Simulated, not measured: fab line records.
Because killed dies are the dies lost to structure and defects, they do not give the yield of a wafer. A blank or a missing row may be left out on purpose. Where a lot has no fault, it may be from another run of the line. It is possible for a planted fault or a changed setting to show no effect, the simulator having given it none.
One fault seen from 2 desks	flow nand harc	only its own numbers are on each desk; what lay behind them is given at the end

== TOOL OWNER'S DESK, rie diel-09 ==
The tool's own readings at NHARC_A_WL_FILL_ETCHBACK_16 (etches the open film in C4F8/O2/Ar, target depth 88 nm, time 17.6 s): means of the sampled wafers that have a number, for each lot that ran on this tool. A lot is out of limits, marked OUT, if its mean lies more than 4 standard deviations from the usual mean; the brackets give that distance.
Columns: A = oes product au at NHARC_A_WL_FILL_ETCHBACK_16, usual 0.988 a.u.; B = rf vpp V at NHARC_A_WL_FILL_ETCHBACK_16, usual 724 V; C = run length s at NHARC_A_WL_FILL_ETCHBACK_16, usual 38.9 s
lot	first seen here	A	B	C
L770	day 16 08:45	0.984	725	38.7
L779	day 19 18:20	1.004	727	34.3 (-9.6) OUT
This desk finds L779 out of limits, L779 being first, at day 19 18:20 (run length s at NHARC_A_WL_FILL_ETCHBACK_16). Within limits: L770.

== THE DEFECT DESK ==
Inspection counts along the route, by lot: the mean over sampled wafers that carry a number. A lot is out of limits, marked OUT, if its mean lies more than 4 standard deviations from the usual mean; the brackets give that distance.
Columns: A = raw defect count at NHARC_A_CONTACT_INSPECT_44, usual 25
lot	first seen here	A
L769	day 17 01:29	25
L770	day 17 08:49	22
L771	day 17 09:30	7
L773	day 18 02:22	21
L779	day 20 10:01	47
L783	day 20 15:58	32
L782	day 21 09:52	32
L784	day 21 15:01	48
L785	day 22 01:16	36
L790	day 22 04:17	15
L789	day 22 06:31	10
L788	day 22 06:47	35
L792	day 22 20:59	34
Result from this desk: across the 13 lots, nothing is out of limits.

== ALL TOGETHER ==
The tool owner's desk had the chance to raise an alarm at day 19 18:20 on L779.
Nothing out of limits was seen by the defect desk.
The defect desk has L779 on record, within its limits.
Every lot named ran NHARC_A_WL_FILL_ETCHBACK_16 on rie diel-09.

== WHAT THE SIMULATOR HAD PUT IN ==
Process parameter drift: rie diel-09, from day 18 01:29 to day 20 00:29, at NHARC_A_WL_FILL_ETCHBACK_16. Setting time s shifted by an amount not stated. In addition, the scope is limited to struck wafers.
Struck lots among those shown: L779.
Each desk's first reading out of limits, in hours after the fault started: the tool owner's desk, 41.
